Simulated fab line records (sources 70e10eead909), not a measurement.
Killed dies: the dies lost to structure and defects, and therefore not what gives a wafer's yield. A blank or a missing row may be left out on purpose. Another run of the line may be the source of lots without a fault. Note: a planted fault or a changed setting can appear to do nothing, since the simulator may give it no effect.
Chamber matching / flow nand_harc / 4 sister chambers for NHARC_A_STAIRCASE_CMP_450 on cmp-01
The step polishes SiO2, target thk 200 nm. 4 wafers are shown with their chamber, then 10 later ones without.

## WAFERS, EACH WITH ITS CHAMBER
wafer=L082.5; chamber=1; motor_current_A (A)=12.3
wafer=L085.1; chamber=0; motor_current_A (A)=11.3
wafer=L088.1; chamber=2; motor_current_A (A)=10.9
wafer=L088.2; chamber=3; motor_current_A (A)=11.1

## WAFERS WITH NO CHAMBER GIVEN
wafer=L088.3; motor_current_A (A)=10.8
wafer=L096.1; motor_current_A (A)=10.9
wafer=L096.2; motor_current_A (A)=10.2
wafer=L096.3; motor_current_A (A)=11.4
wafer=L096.4; motor_current_A (A)=13.1
wafer=L096.5; motor_current_A (A)=12.5
wafer=L096.6; motor_current_A (A)=10.4
wafer=L095.1; motor_current_A (A)=11.1
wafer=L095.2; motor_current_A (A)=10.5
wafer=L095.3; motor_current_A (A)=11.0

## EACH ONE'S CHAMBER
wafer=L088.3; from the rows above=can't be placed: 2 or 3 or 0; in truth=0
wafer=L096.1; from the rows above=can't be placed: 2 or 3 or 0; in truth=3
wafer=L096.2; from the rows above=can't be placed: 2 or 3 or 0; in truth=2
wafer=L096.3; from the rows above=can't be placed: 0 or 3 or 2 or 1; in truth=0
wafer=L096.4; from the rows above=1; in truth=1
wafer=L096.5; from the rows above=1; in truth=1
wafer=L096.6; from the rows above=can't be placed: 2 or 3 or 0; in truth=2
wafer=L095.1; from the rows above=can't be placed: 3 or 2 or 0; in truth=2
wafer=L095.2; from the rows above=can't be placed: 2 or 3 or 0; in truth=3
wafer=L095.3; from the rows above=can't be placed: 2 or 3 or 0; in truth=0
Placed correctly: 2 of 10. Cannot be placed on the basis of these rows: 8; the candidates contain the true chamber in 8. 0 placed wrongly.
How it was worked out, from the rows above alone: a wafer's distance from a chamber is the root of the sum, over the readings, of the square of ((its reading less the chamber's mean) divided by the reading's scatter). If the next closest chamber is less than 2 further off than the closest, the wafer can't be placed; otherwise it belongs to the closest. For every chamber, the mean is computed from those of its wafers that are shown. The scatter: root of mean squared gap, hidden wafer to nearest shown wafer, with one shown wafer a chamber.
